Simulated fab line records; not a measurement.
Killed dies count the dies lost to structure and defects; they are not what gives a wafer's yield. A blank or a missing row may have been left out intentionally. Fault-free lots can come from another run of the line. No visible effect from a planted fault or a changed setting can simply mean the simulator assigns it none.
Chamber matching -- flow n5-finfet -- N5_BEOL_M3_ALD_84 on ald-metal-01: 4 sister chambers
The step deposits TaN, pulse time 2 s, purge time 3 s, co reactant purge time 2 s. 4 wafers are shown with their chamber, then 8 later ones without.

WAFERS WITH THEIR CHAMBER
wafer,chamber,heater-power-outer-w (W)
L084.1,1,192
L088.1,0,257
L088.3,3,224
L091.2,2,291

WAFERS MISSING THEIR CHAMBER
wafer,heater-power-outer-w (W)
L091.3,255
L091.4,196
L094.2,197
L094.3,225
L094.5,193
L097.1,229
L097.4,190
L097.5,225

CHAMBER TAKEN BY EACH
wafer,from the rows above,in truth
L091.3,0,0
L091.4,1,1
L094.2,1,1
L094.3,3,3
L094.5,1,1
L097.1,3,3
L097.4,1,1
L097.5,3,3
Placed correctly: 8 of 8. Left unplaced by these rows: 0. Wrongly placed: 0.
How it was worked out, from the rows above alone: a wafer's distance from a chamber is the root of the sum, over the readings, of the square of ((its reading less the chamber's mean) divided by the reading's scatter). If the next closest chamber is less than 2 further off than the closest, the wafer can't be placed; otherwise it belongs to the closest. A chamber's mean is the mean of its shown wafers. The scatter (one wafer shown for each chamber): square how far every hidden wafer sits from the nearest shown wafer, average those squares and take the square root.
